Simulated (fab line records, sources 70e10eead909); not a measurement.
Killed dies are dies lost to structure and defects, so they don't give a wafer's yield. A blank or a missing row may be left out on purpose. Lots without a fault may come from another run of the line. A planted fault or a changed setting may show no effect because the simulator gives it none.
Chamber matching | flow nand_harc | NHARC_A_CHANNEL_FILL_D2_ETCHBACK_20 on rie_diel-07: 4 sister chambers
The step etches the open film in C4F8/O2/Ar, target depth 27 nm, time 13.5 s. 16 wafers are shown with their chamber, then 8 later ones without.

WAFERS WITH THEIR CHAMBER
wafer  | chamber | rf_vpp_V (V) | oes_product_au (a.u.)
L076.4 | 2       | 977          | 0.987
L076.5 | 2       | 980          | 0.988
L076.6 | 1       | 973          | 0.996
L077.1 | 2       | 980          | 0.936
L077.2 | 0       | 974          | 0.983
L077.3 | 1       | 973          | 0.963
L079.2 | 1       | 975          | 0.985
L079.5 | 2       | 980          | 0.975
L079.6 | 3       | 980          | 0.986
L085.1 | 3       | 982          | 1.009
L085.2 | 2       | 979          | 0.984
L085.4 | 0       | 972          | 0.991
L087.1 | 2       | 980          | 0.925
L087.4 | 1       | 975          | 0.940
L087.6 | 3       | 979          | 0.961
L088.4 | 1       | 972          | 0.998

SIGNATURES (means of the wafers above)
reading        | chamber 0 | chamber 1 | chamber 2 | chamber 3 | scatter within a chamber
rf_vpp_V       | 973.00    | 973.60    | 979.33    | 980.33    | 1.33
oes_product_au | 0.98700   | 0.97640   | 0.96583   | 0.98533   | 0.025
Rule: a wafer's distance from a chamber is the root of the sum, over the readings, of the square of ((its reading less the chamber's mean) divided by the reading's scatter). The wafer belongs to the nearest chamber; if the next one is less than 2 further off, it can't be placed. The scatter: the root of (the sum of the squares of (reading less its chamber's mean) over the shown wafers, divided by (wafers less chambers)).

WAFERS WITHOUT THEIR CHAMBER
wafer  | rf_vpp_V (V) | oes_product_au (a.u.)
L088.5 | 980          | 1.000
L088.6 | 974          | 1.001
L092.1 | 980          | 0.926
L092.4 | 972          | 0.928
L092.5 | 979          | 0.919
L093.2 | 981          | 0.993
L093.3 | 975          | 1.007
L093.4 | 973          | 1.001

WHICH CHAMBER EACH WENT THROUGH
wafer  | from the rows above     | in truth
L088.5 | can't be placed: 3 or 2 | 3
L088.6 | can't be placed: 0 or 1 | 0
L092.1 | can't be placed: 2 or 3 | 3
L092.4 | can't be placed: 1 or 0 | 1
L092.5 | can't be placed: 2 or 3 | 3
L093.2 | can't be placed: 3 or 2 | 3
L093.3 | can't be placed: 1 or 0 | 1
L093.4 | can't be placed: 0 or 1 | 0
Placed correctly: 0 of 8. Can't be placed from these rows: 8 (the true chamber is among the candidates in 8). Placed wrongly: 0.
